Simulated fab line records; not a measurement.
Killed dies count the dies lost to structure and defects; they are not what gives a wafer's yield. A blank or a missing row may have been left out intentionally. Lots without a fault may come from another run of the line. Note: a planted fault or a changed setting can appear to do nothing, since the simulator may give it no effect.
Which tool is to blame? ; flow nand-harc ; 39 wafers from 13 lots sampled at 6 of the route's 1302 steps

## WHAT THE GAUGES READ, wafer by wafer
NHARC_P_M0_CD_MEAS_09: target cd 90 nm. Usual: cd-nm reads 89.8 nm (standard deviation 0.85).
lot;measured;on;cd-nm (nm);flag
L620;day 6 01:05;cd-sem-01;90.2 89.7 90.6;
L621;day 6 16:10;cd-sem-01;90.4 89.3 91.1;
L622;day 6 16:35;cd-sem-02;90.1 88.1 89.8;
L623;day 7 09:23;cd-sem-03;90.7 91.2 89.7;
L624;day 7 14:27;cd-sem-02;90.3 90.7 89.4;
L625;day 8 01:07;cd-sem-03;90.9 91.0 90.9;
L627;day 8 21:15;cd-sem-02;120.3 118.3 121.3;OFF
L629;day 9 14:46;cd-sem-03;115.4 116.4 116.1;OFF
L635;day 12 19:58;cd-sem-03;91.1 90.3 91.0;
L639;day 13 19:53;cd-sem-01;89.8 89.6 89.3;
L640;day 14 11:08;cd-sem-03;89.6 89.4 89.6;
L642;day 15 05:49;cd-sem-02;89.6 90.0 89.7;
L643;day 15 12:47;cd-sem-03;89.8 89.8 89.7;

NHARC_END_SORT_01. Usual: for defect-limited-yield, 90 % with a standard deviation of 4.1; for killed-at-array, 63 with a standard deviation of 27; for killed-at-other, 0.7 with a standard deviation of 1.2; for killed-at-periphery, 3.1 with a standard deviation of 2; for killed-dies, 67 with a standard deviation of 28; for killed-open, 3.0 with a standard deviation of 1.9; for killed-short, 2.2 with a standard deviation of 1.5.
lot;measured;on;defect-limited-yield (%);killed-at-array;killed-at-other;killed-at-periphery;killed-dies;killed-open;killed-short;flag
L620;day 24 18:54;prober-01;86 85 89;90 102 71;0 0 2;3 1 3;93 103 76;2 4 1;2 0 1;
L621;day 24 11:13;prober-01;88 89 89;80 72 72;0 1 0;1 2 1;81 75 73;0 3 4;2 3 3;
L622;day 25 01:46;prober-02;93 91 92;44 57 52;0 0 1;6 3 3;50 60 56;5 4 6;0 1 4;
L624;day 25 14:33;prober-01;84 85 85;108 103 101;0 0 0;3 1 0;111 104 101;3 1 0;4 3 1;
L625;day 26 06:21;prober-01;84 85 86;103 92 83;2 0 3;5 10 8;110 102 94;2 3 0;3 2 0;
L627;day 26 23:11;prober-01;83 82 81;100 117 118;0 0 3;13 2 11;113 119 132;6 5 6;4 0 6;
L629;day 28 07:41;prober-01;87;74;6;5;85;1;4;OFF
L635;day 31 19:33;prober-01;89 89 88;74 70 74;0 0 0;2 3 5;76 73 79;0 2 5;2 2 3;
L639;day 33 04:20;prober-02;86 86 87;90 97 89;1 0 1;5 1 0;96 98 90;4 3 2;4 2 4;

## TOOL THAT RAN EACH LOT (tool first, then ch and the chambers of the sampled wafers, then the start)
lot;NHARC_P_CONTACT_DEP_00;NHARC_P_M0_EXPOSE_06;NHARC_P_M0_DEGAS_28;NHARC_P_M0_PRE_CLEAN_29
L620;pecvd-03 ch 0,2, day 6 00:56 or earlier;arfi-scanner-02 ch 0, day 6 00:56;pvd-sputter-02, day 6 02:11;pvd-sputter-02, day 24 18:54 or earlier
L621;pecvd-03 ch 0,1,2, day 6 16:01 or earlier;arfi-scanner-03 ch 0, day 6 16:01;pvd-sputter-01, day 6 17:17;pvd-sputter-01, day 24 11:13 or earlier
L622;pecvd-02 ch 0,1,2, day 6 16:26 or earlier;arfi-scanner-02 ch 0, day 6 16:26;pvd-sputter-02, day 6 18:28;pvd-sputter-02, day 25 01:46 or earlier
L623;pecvd-02 ch 0,1, day 7 09:14 or earlier;arfi-scanner-03 ch 0, day 7 09:14;pvd-sputter-01, day 7 10:32;pvd-sputter-01, no start
L624;pecvd-03 ch 0,2, day 7 14:19 or earlier;arfi-scanner-03 ch 0, day 7 14:19;pvd-sputter-02, day 7 15:36;pvd-sputter-02, day 25 14:33 or earlier
L625;pecvd-01 ch 0,1,2, day 8 00:59 or earlier;arfi-scanner-02 ch 0, day 8 00:59;pvd-sputter-02, day 8 02:21;pvd-sputter-02, day 26 06:21 or earlier
L627;pecvd-01 ch 0,1,2, day 8 21:07 or earlier;arfi-scanner-03 ch 0, day 8 21:07;pvd-sputter-01, day 8 22:22;pvd-sputter-01, day 26 23:11 or earlier
L629;pecvd-02 ch 0,1, day 9 14:37 or earlier;arfi-scanner-03 ch 0, day 9 14:37;pvd-sputter-01, day 9 15:52;pvd-sputter-01, day 28 07:41 or earlier
L635;pecvd-01 ch 1,2, day 12 19:49 or earlier;arfi-scanner-01 ch 0, day 12 19:49;pvd-sputter-03, day 12 21:11;pvd-sputter-03, day 31 19:33 or earlier
L639;pecvd-01 ch 0,1,2, day 13 19:44 or earlier;arfi-scanner-02 ch 0, day 13 19:44;pvd-sputter-01, day 13 20:59;pvd-sputter-01, day 33 04:20 or earlier
L640;pecvd-02 ch 0,2, day 14 11:00 or earlier;arfi-scanner-02 ch 0, day 14 11:00;pvd-sputter-02, day 14 12:19;pvd-sputter-02, no start
L642;pecvd-02 ch 1,2, day 15 05:40 or earlier;arfi-scanner-01 ch 0, day 15 05:40;pvd-sputter-03, day 15 06:56;pvd-sputter-03, no start
L643;pecvd-02 ch 0,1,2, day 15 12:38 or earlier;arfi-scanner-02 ch 0, day 15 12:38;pvd-sputter-01, day 15 14:03;pvd-sputter-01, no start
- NHARC_P_CONTACT_DEP_00: deposits SiO2, target thk 500 nm.
- NHARC_P_M0_EXPOSE_06: exposes mask P M0, target cd 90 nm.
- NHARC_P_M0_DEGAS_28: time 60 s.
- NHARC_P_M0_PRE_CLEAN_29: time 30 s.

## AS READ BY THE TOOLS THEMSELVES (means over the sampled wafers that have a number; for cases with no such wafer, the mark the record gives instead)
NHARC_P_CONTACT_DEP_00. Usual: heater-power-w 534 W, standard deviation 97; throttle-valve-pct 15.9 %, standard deviation 0.55.
lot;tool;heater-power-w (W);throttle-valve-pct (%);flag
L620;pecvd-03;439;16.5;
L621;pecvd-03;480;15.9;
L622;pecvd-02;576;15.8;
L623;pecvd-02;591;15.8;
L624;pecvd-03;514;16.1;
L625;pecvd-01;608;16.0;
L627;pecvd-01;549;16.1;
L629;pecvd-02;643;16.4;
L635;pecvd-01;605;16.1;
L639;pecvd-01;555;16.2;
L640;pecvd-02;666;15.2;
L642;pecvd-02;490;15.6;
L643;pecvd-02;592;15.5;

NHARC_P_M0_EXPOSE_06. Usual: exposure-dose-mJ-cm2 81.22, standard deviation 0.076; reticle-temp-C 23.02 C, standard deviation 0.11.
lot;tool;exposure-dose-mJ-cm2;reticle-temp-C (C);flag
L620;arfi-scanner-02;81.30;22.94;
L621;arfi-scanner-03;81.19;22.99;
L622;arfi-scanner-02;81.28;22.89;
L623;arfi-scanner-03;81.18;23.13;
L624;arfi-scanner-03;81.23;22.97;
L625;arfi-scanner-02;81.17;23.12;
L627;arfi-scanner-03;129.94;22.93;OFF
L629;arfi-scanner-03;121.82;23.15;OFF
L635;arfi-scanner-01;81.13;23.10;
L639;arfi-scanner-02;81.32;23.21;
L640;arfi-scanner-02;81.21;23.00;
L642;arfi-scanner-01;81.31;22.95;
L643;arfi-scanner-02;81.15;23.04;

NHARC_P_M0_DEGAS_28. Usual: heater-power-w reads 353 W (standard deviation 35).
lot;tool;heater-power-w (W);flag
L620;pvd-sputter-02;365;
L621;pvd-sputter-01;348;
L622;pvd-sputter-02;361;
L623;pvd-sputter-01;366;
L624;pvd-sputter-02;366;
L625;pvd-sputter-02;365;
L627;pvd-sputter-01;362;
L629;pvd-sputter-01;355;
L635;pvd-sputter-03;316;
L639;pvd-sputter-01;353;
L640;pvd-sputter-02;362;
L642;pvd-sputter-03;282;
L643;pvd-sputter-01;356;

NHARC_P_M0_PRE_CLEAN_29. Usual: heater-power-w reads 430 W (standard deviation 44).
lot;tool;heater-power-w (W);flag
L620;pvd-sputter-02;455;
L621;pvd-sputter-01;427;
L622;pvd-sputter-02;452;
L623;pvd-sputter-01;438;
L624;pvd-sputter-02;413;
L625;pvd-sputter-02;454;
L627;pvd-sputter-01;441;
L629;pvd-sputter-01;434;
L635;pvd-sputter-03;390;
L639;pvd-sputter-01;442;
L640;pvd-sputter-02;432;
L642;pvd-sputter-03;409;
L643;pvd-sputter-01;457;

## THE ANSWER, worked out from the rows above alone
Rule: lot off if the mean of its wafers having a number is beyond 3 standard deviations from the usual mean. A lot without any number at a reading at which 4 lots or more have one is off too. Any other lot the step has rows for is counted as sound. The gauges are gone through in route order, then the tools' own readings, and for those a lot's mean is taken as printed above. The first step at which some lot is off is used, and at that step the reading that is off furthest; a lot without a number counts as furthest.
Off at NHARC_P_M0_CD_MEAS_09 (cd-nm): L627, L629.
A tool fits if, at a process step before that reading, it ran every lot that is off, and no sound lot after the first of them. The gauges at NHARC_P_M0_CD_MEAS_09 aren't tried: what is off there is off at NHARC_P_M0_EXPOSE_06 too, on other tools, and a gauge's error can't cause that. Because NHARC_P_CONTACT_DEP_00 lacks a start for some lots, the hours and order of its lots are taken from NHARC_P_M0_EXPOSE_06. One fits: arfi-scanner-03 at NHARC_P_M0_EXPOSE_06. A fault onset in the window from L624 (day 7 14:19, its last sound lot) to L627 (day 8 21:07, its first lot off) fits.
The tool's own readings at NHARC_P_M0_EXPOSE_06 bear it out: on the lots that are off they differ by more than 5 times the standard deviation of the sound lots' means. exposure-dose-mJ-cm2 reads 125.88 there against 81.22 on the sound lots.

## WHAT THE SIMULATOR PUT IN
Drift in process parameters on arfi-scanner-03 at NHARC_P_M0_EXPOSE_06, starting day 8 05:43. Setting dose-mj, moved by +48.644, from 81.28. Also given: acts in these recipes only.
Shown lots that were struck: L627, L629. The rule given above showed the same thing.
